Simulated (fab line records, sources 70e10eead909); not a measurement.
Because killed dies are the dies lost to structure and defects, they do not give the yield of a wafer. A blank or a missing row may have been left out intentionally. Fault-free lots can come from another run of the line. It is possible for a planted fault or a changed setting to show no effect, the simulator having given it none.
Chamber matching :: flow nandHarc :: NHARC_P_CONTACT_CMP_01 on cmp-02: 4 sister chambers
The step polishes SiO2, target thk 200 nm. 4 wafers are shown with their chamber, then 10 later ones without.

## EACH WAFER AND ITS CHAMBER
wafer: L085.3
chamber: 3
motorCurrentA (A): 11.6

wafer: L085.5
chamber: 0
motorCurrentA (A): 14.2

wafer: L086.3
chamber: 1
motorCurrentA (A): 13.0

wafer: L086.5
chamber: 2
motorCurrentA (A): 10.8

## WAFERS WITHOUT THEIR CHAMBER
wafer: L086.6
motorCurrentA (A): 12.3

wafer: L094.2
motorCurrentA (A): 14.2

wafer: L094.3
motorCurrentA (A): 11.4

wafer: L094.6
motorCurrentA (A): 11.7

wafer: L092.1
motorCurrentA (A): 11.9

wafer: L092.2
motorCurrentA (A): 10.8

wafer: L092.4
motorCurrentA (A): 12.0

wafer: L096.2
motorCurrentA (A): 11.9

wafer: L096.3
motorCurrentA (A): 13.9

wafer: L096.6
motorCurrentA (A): 13.3

## CHAMBER TAKEN BY EACH
wafer: L086.6
from the rows above: can't be placed: 1 or 3
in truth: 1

wafer: L094.2
from the rows above: 0
in truth: 0

wafer: L094.3
from the rows above: can't be placed: 3 or 2
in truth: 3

wafer: L094.6
from the rows above: 3
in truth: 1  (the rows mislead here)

wafer: L092.1
from the rows above: 3
in truth: 3

wafer: L092.2
from the rows above: 2
in truth: 2

wafer: L092.4
from the rows above: can't be placed: 3 or 1
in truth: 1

wafer: L096.2
from the rows above: 3
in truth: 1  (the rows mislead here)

wafer: L096.3
from the rows above: can't be placed: 0 or 1
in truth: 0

wafer: L096.6
from the rows above: can't be placed: 1 or 0
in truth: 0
Correctly placed: 3 of 10. These rows do not allow placing 5 (true chamber among the candidates in 5). Wrongly placed: 2.
How it was worked out, from the rows above alone: a wafer's distance from a chamber is the root of the sum, over the readings, of the square of ((its reading less the chamber's mean) divided by the reading's scatter). The wafer belongs to the nearest chamber; if the next one is less than 2 further off, it can't be placed. A chamber's mean is the mean of its shown wafers. The scatter (one wafer shown for each chamber): square how far every hidden wafer sits from the nearest shown wafer, average those squares and take the square root.
